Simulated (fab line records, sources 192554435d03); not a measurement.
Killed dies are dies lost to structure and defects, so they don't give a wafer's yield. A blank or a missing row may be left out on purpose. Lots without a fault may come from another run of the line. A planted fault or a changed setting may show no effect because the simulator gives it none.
Chamber matching | flow n5_finfet | N5_SDB_ETCH_25 on rie_diel-06: 4 sister chambers
The step etches SiO2 in C4F6/O2, target depth 10 nm, time 3.3 s. 8 wafers are shown with their chamber, then 7 later ones without.

WAFERS WITH THEIR CHAMBER
wafer  | chamber | rf_vpp_V (V) | drypump_motor_current_A (A)
L077.1 | 2       | 690          | 4.9
L080.1 | 0       | 660          | 5.8
L080.5 | 0       | 660          | 5.7
L081.1 | 3       | 663          | 6.0
L081.3 | 2       | 690          | 4.9
L081.6 | 1       | 675          | 5.7
L086.2 | 1       | 674          | 5.8
L086.3 | 3       | 662          | 6.0

WAFERS WITHOUT THEIR CHAMBER
wafer  | rf_vpp_V (V) | drypump_motor_current_A (A)
L086.6 | 662          | 6.0
L088.1 | 661          | 6.0
L088.2 | 688          | 4.9
L088.3 | 673          | 5.7
L089.1 | 660          | 5.8
L089.3 | 673          | 5.7
L089.5 | 690          | 4.9

WHICH CHAMBER EACH WENT THROUGH
wafer  | from the rows above | in truth
L086.6 | 3                   | 3
L088.1 | 3                   | 3
L088.2 | 2                   | 2
L088.3 | 1                   | 1
L089.1 | 0                   | 0
L089.3 | 1                   | 1
L089.5 | 2                   | 2
Placed correctly: 7 of 7. Can't be placed from these rows: 0. Placed wrongly: 0.
How it was worked out, from the rows above alone: a wafer's distance from a chamber is the root of the sum, over the readings, of the square of ((its reading less the chamber's mean) divided by the reading's scatter). The wafer belongs to the nearest chamber; if the next one is less than 2 further off, it can't be placed. A chamber's mean is the mean of its shown wafers. The scatter: the root of (the sum of the squares of (reading less its chamber's mean) over the shown wafers, divided by (wafers less chambers)).
